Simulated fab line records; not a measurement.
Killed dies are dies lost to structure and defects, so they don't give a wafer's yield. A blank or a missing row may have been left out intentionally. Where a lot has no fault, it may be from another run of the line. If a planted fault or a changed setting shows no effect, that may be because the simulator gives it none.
Matching of chambers || flow nand_harc || NHARC_A_STAIRCASE_DESCUM_219 on rie_diel-13 has 4 sister chambers
The step chemistry O2, time 3 s. 14 wafers are shown with their chamber, then 7 later ones without.

== WAFERS, EACH WITH ITS CHAMBER ==
{"wafer": "L074.1", "chamber": 2, "drypump_motor_current_A (A)": 5.5, "showerhead_plenum_p_Torr (Torr)": 1.93, "oes_product_au (a.u.)": 0.991}
{"wafer": "L074.5", "chamber": 1, "drypump_motor_current_A (A)": 5.9, "showerhead_plenum_p_Torr (Torr)": 2.04, "oes_product_au (a.u.)": 1.000}
{"wafer": "L074.6", "chamber": 0, "drypump_motor_current_A (A)": 5.3, "showerhead_plenum_p_Torr (Torr)": 1.96, "oes_product_au (a.u.)": 0.988}
{"wafer": "L075.2", "chamber": 1, "drypump_motor_current_A (A)": 5.9, "showerhead_plenum_p_Torr (Torr)": 2.04, "oes_product_au (a.u.)": 1.017}
{"wafer": "L075.4", "chamber": 3, "drypump_motor_current_A (A)": 5.9, "showerhead_plenum_p_Torr (Torr)": 1.94, "oes_product_au (a.u.)": 1.009}
{"wafer": "L075.5", "chamber": 3, "drypump_motor_current_A (A)": 5.9, "showerhead_plenum_p_Torr (Torr)": 1.94, "oes_product_au (a.u.)": 1.012}
{"wafer": "L076.1", "chamber": 1, "drypump_motor_current_A (A)": 5.9, "showerhead_plenum_p_Torr (Torr)": 2.04, "oes_product_au (a.u.)": 0.998}
{"wafer": "L076.2", "chamber": 2, "drypump_motor_current_A (A)": 5.5, "showerhead_plenum_p_Torr (Torr)": 1.93, "oes_product_au (a.u.)": 1.004}
{"wafer": "L076.4", "chamber": 3, "drypump_motor_current_A (A)": 5.9, "showerhead_plenum_p_Torr (Torr)": 1.94, "oes_product_au (a.u.)": 1.010}
{"wafer": "L087.3", "chamber": 3, "drypump_motor_current_A (A)": 5.9, "showerhead_plenum_p_Torr (Torr)": 1.93, "oes_product_au (a.u.)": 1.015}
{"wafer": "L087.5", "chamber": 1, "drypump_motor_current_A (A)": 5.9, "showerhead_plenum_p_Torr (Torr)": 2.03, "oes_product_au (a.u.)": 1.000}
{"wafer": "L087.6", "chamber": 2, "drypump_motor_current_A (A)": 5.5, "showerhead_plenum_p_Torr (Torr)": 1.92, "oes_product_au (a.u.)": 1.003}
{"wafer": "L089.1", "chamber": 3, "drypump_motor_current_A (A)": 6.0, "showerhead_plenum_p_Torr (Torr)": 1.92, "oes_product_au (a.u.)": 1.011}
{"wafer": "L089.4", "chamber": 2, "drypump_motor_current_A (A)": 5.5, "showerhead_plenum_p_Torr (Torr)": 1.92, "oes_product_au (a.u.)": 1.005}

SIGNATURES (averages over the wafers above)
{"reading": "drypump_motor_current_A", "chamber 0": 5.300, "chamber 1": 5.900, "chamber 2": 5.500, "chamber 3": 5.920, "scatter within a chamber": 0.0283}
{"reading": "showerhead_plenum_p_Torr", "chamber 0": 1.9600, "chamber 1": 2.0375, "chamber 2": 1.9250, "chamber 3": 1.9340, "scatter within a chamber": 0.00704}
{"reading": "oes_product_au", "chamber 0": 0.98800, "chamber 1": 1.00375, "chamber 2": 1.00075, "chamber 3": 1.01140, "scatter within a chamber": 0.00622}
Rule: for a wafer and a chamber, the distance is found by dividing, reading by reading, the gap between the wafer's reading and the chamber's mean by the reading's scatter, squaring, summing and taking the root. The wafer belongs to the nearest chamber; if the next one is less than 2 further off, it can't be placed. The scatter: take each reading less its chamber's mean, square it, sum over the shown wafers, divide by the number of wafers less the number of chambers, and take the root.

== WAFERS MISSING THEIR CHAMBER ==
{"wafer": "L089.5", "drypump_motor_current_A (A)": 5.3, "showerhead_plenum_p_Torr (Torr)": 1.94, "oes_product_au (a.u.)": 1.000}
{"wafer": "L093.1", "drypump_motor_current_A (A)": 5.9, "showerhead_plenum_p_Torr (Torr)": 1.92, "oes_product_au (a.u.)": 1.024}
{"wafer": "L093.5", "drypump_motor_current_A (A)": 5.9, "showerhead_plenum_p_Torr (Torr)": 1.92, "oes_product_au (a.u.)": 1.024}
{"wafer": "L093.6", "drypump_motor_current_A (A)": 5.5, "showerhead_plenum_p_Torr (Torr)": 1.92, "oes_product_au (a.u.)": 1.001}
{"wafer": "L097.2", "drypump_motor_current_A (A)": 5.9, "showerhead_plenum_p_Torr (Torr)": 1.92, "oes_product_au (a.u.)": 1.023}
{"wafer": "L097.3", "drypump_motor_current_A (A)": 5.9, "showerhead_plenum_p_Torr (Torr)": 2.02, "oes_product_au (a.u.)": 0.995}
{"wafer": "L097.6", "drypump_motor_current_A (A)": 5.9, "showerhead_plenum_p_Torr (Torr)": 2.02, "oes_product_au (a.u.)": 1.001}

== CHAMBER TAKEN BY EACH ==
{"wafer": "L089.5", "from the rows above": 0, "in truth": 0}
{"wafer": "L093.1", "from the rows above": 3, "in truth": 3}
{"wafer": "L093.5", "from the rows above": 3, "in truth": 3}
{"wafer": "L093.6", "from the rows above": 2, "in truth": 2}
{"wafer": "L097.2", "from the rows above": 3, "in truth": 3}
{"wafer": "L097.3", "from the rows above": 1, "in truth": 1}
{"wafer": "L097.6", "from the rows above": 1, "in truth": 1}
Placed correctly: 7 of 7. Can't be placed from these rows: 0. Placed wrongly: 0.
